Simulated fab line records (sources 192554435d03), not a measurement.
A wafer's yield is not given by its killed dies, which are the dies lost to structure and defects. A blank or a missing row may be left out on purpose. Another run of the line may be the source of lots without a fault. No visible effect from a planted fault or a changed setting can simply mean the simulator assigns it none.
8D (eight disciplines) problem report, filled in by code -- flow n5Finfet -- the parts of the form that need people (team, actions taken, sign-off) are left out

## 1. WHAT IS WRONG
spinSpeedRpm at N5_BEOL_M2_COAT_22 reads a mean of 1419.9 rpm on 9 wafers of 3 lots; wafers without a fault read 1500.1 rpm with a standard deviation of 1. Relative to the usual mean, that is a shift of -80 standard deviations.
The step: resist thk 30 nm.
First seen on wafer L425.2, day 11 06:32, on lithoTrack-02. Wafers with a number at this step in the record: 15, from 5 lots. By rule, "out" or "out of limits" means more than 4 standard deviations away from the usual mean. Any other wafer with a number is counted as sound.

## 2. WHAT IT IS, WHAT IT ISN'T
question,is,is not
which readings at this step,spinSpeedRpm,dispensePressureKPa
which lots,"L425, L426, L431","L414, L433"
which wafers of those lots,all that have a number,-
read on which tools,lithoTrack-02,lithoTrack-04
when,from day 11 06:32,up to then (3 sound wafers); but 3 sound wafers of L433 came after

## 3. WHAT RULES OUT EACH SUSPECT
Counting: a tool at any process step up to the reading remains a suspect when it ran all the lots that are out and ran no sound lot after the first of those.
- lithoTrack-02 at N5_BEOL_M2_COAT_22 (resist thk 30 nm): kept. It ran every lot that is out, first L425 (day 11 06:32), and no sound lot after that; its last sound lot up to then is L414 (day 7 17:51). Its own spinSpeedRpm readings are out on those wafers.
Left after counting: lithoTrack-02 at N5_BEOL_M2_COAT_22.

## 4. THE CAUSE (what the simulator had put in)
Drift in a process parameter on lithoTrack-02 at N5_BEOL_M2_COAT_22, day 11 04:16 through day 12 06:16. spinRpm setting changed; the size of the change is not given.
Counting left only this tool.

## 5. THE EFFECT CHAIN, in route order
One row per reading whose mean, taken over the struck wafers that have a number, lies over 3 standard deviations from the usual. Only readings for which the record gives a usual standard deviation are gone through. hours: the time from each lot's start at the first step in this table that gives one to its start at this step, as a median over the lots. sigmas: the change in usual standard deviations.
hours,step,reading,usual,on struck wafers,change,sigmas
0,N5_BEOL_M2_COAT_22,spinSpeedRpm,1500.1 rpm,1419.9,-80.2,-80
The process steps in it:
- N5_BEOL_M2_COAT_22: resist thk 30 nm.
Later measuring or inspecting steps at which every struck wafer that the step has a row for has a number for every such reading, and none has moved that far: N5_BEOL_M4_RC_MEAS_101.

## 6. WHAT WOULD HAVE CAUGHT IT SOONER
First out-of-limits reading in this record: day 11 06:32, which is 2 hours after fault onset at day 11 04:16.
